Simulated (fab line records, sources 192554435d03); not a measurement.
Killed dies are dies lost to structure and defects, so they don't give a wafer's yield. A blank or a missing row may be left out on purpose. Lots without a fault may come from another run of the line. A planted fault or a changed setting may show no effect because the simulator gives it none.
Problem report in the 8D (eight disciplines) form, filled by code | flow n5_finfet | the parts of the form that need people (team, actions taken, sign-off) are left out

1. THE PROBLEM
killed_at_M4_up at N5_PASSIVATION_PROBE_49 reads a mean of 86 on 2 wafers of 1 lot; wafers without a fault read 16 with a standard deviation of 7. That is +9.9 standard deviations from the usual mean.
First seen on wafer L428.1, day 16 23:11, on prober-02. The record holds 3 wafers of 1 lot with a number at this step. Rule for "out", or "out of limits": more than 4 standard deviations from the usual mean. The other wafers with a number count as sound.

2. WHAT IT IS AND WHAT IT IS NOT
question                    | is                | is not
which readings at this step | killed_at_M4_up   | killed_at_M0_to_M3, killed_at_contacts, killed_at_front_end, killed_at_other, killed_open, sort_bin_6_memory
which lots                  | L428              | -
which wafers of those lots  | L428.1, L428.6    | L428.3
read on which tools         | prober-02         | -
when                        | from day 16 23:11 | up to then (0 sound wafers); but 1 sound wafer of L428 came after

3. SUSPECTS, AND WHAT RULES EACH OUT
Counting: a tool at a process step up to the reading stays a suspect if it ran every lot that is out. Sound lots after the first of them don't rule it out here, since some wafers of a struck lot are sound.
- rie_metal-01 at N5_BEOL_M6_HM_OPEN_17 (chemistry Cl2/BCl3, target TiN, target depth 20 nm, overetch 6 nm): kept. It ran the lot that is out, L428 (day 13 03:31).
- pecvd-04 at N5_PASSIVATION_PECVD_35 (deposits SiNx from SiH4/NH3/N2, target thk 700 nm, time 151.3 s): kept. It ran the lot that is out, L428 (day 16 19:34).
- prober-02 at N5_PASSIVATION_PROBE_49: kept. It ran the lot that is out, L428 (day 16 23:11). Its own readings are out on those wafers: killed_at_M4_up.
- Within rie_metal-01 at N5_BEOL_M6_HM_OPEN_17: the wafers that are out ran in chamber 0; their sound lot-mates ran in chamber 1.
Left after counting: rie_metal-01 at N5_BEOL_M6_HM_OPEN_17, pecvd-04 at N5_PASSIVATION_PECVD_35, prober-02 at N5_PASSIVATION_PROBE_49.

4. THE CAUSE (what the simulator had put in)
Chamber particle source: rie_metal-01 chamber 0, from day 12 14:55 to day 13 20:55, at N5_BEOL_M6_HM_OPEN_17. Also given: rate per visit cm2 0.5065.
Counting left 3 suspects, and this tool is among them.

5. THE CHAIN OF EFFECTS, in route order
Each row: a reading whose mean over the struck wafers that have a number lies more than 3 standard deviations from the usual. Only readings for which the record gives a usual standard deviation are gone through. hours: the time from each lot's start at the first step in this table that gives one to its start at this step, as a median over the lots. sigmas: the change in usual standard deviations.
hours | step                    | reading              | usual  | on struck wafers | change | sigmas
0     | N5_PASSIVATION_PROBE_49 | defect_limited_yield | 91.4 % | 85.4             | -6.0   | -4.0
0     | N5_PASSIVATION_PROBE_49 | killed_at_M4_up      | 16     | 86               | +70    | +9.9
0     | N5_PASSIVATION_PROBE_49 | killed_dies          | 102    | 172              | +70    | +3.9
0     | N5_PASSIVATION_PROBE_49 | killed_on_rim        | 13     | 26               | +12    | +3.4
0     | N5_PASSIVATION_PROBE_49 | sort_bin_5_function  | 5.1 %  | 9.4              | +4.3   | +3.9
0     | N5_PASSIVATION_PROBE_49 | sort_n_pass          | 1078   | 1008             | -70    | -3.9
0     | N5_PASSIVATION_PROBE_49 | sort_yield_pct       | 91.4 % | 85.4             | -6.0   | -4.0
The process steps in it:
- N5_PASSIVATION_PROBE_49

6. WHAT WOULD HAVE CAUGHT IT SOONER
In this record the first reading out of limits was taken at day 16 23:11, 104 hours after the fault began at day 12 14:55.
Of the tool readings at N5_BEOL_M6_HM_OPEN_17 for which the record gives a usual standard deviation, none was out on any struck wafer, so an alarm limit of 4 standard deviations on them would not have fired.
All the lots that are out (1) had begun N5_BEOL_M6_HM_OPEN_17 on rie_metal-01 by day 16 23:11. A hold on the tool at that time would have spared none of them.
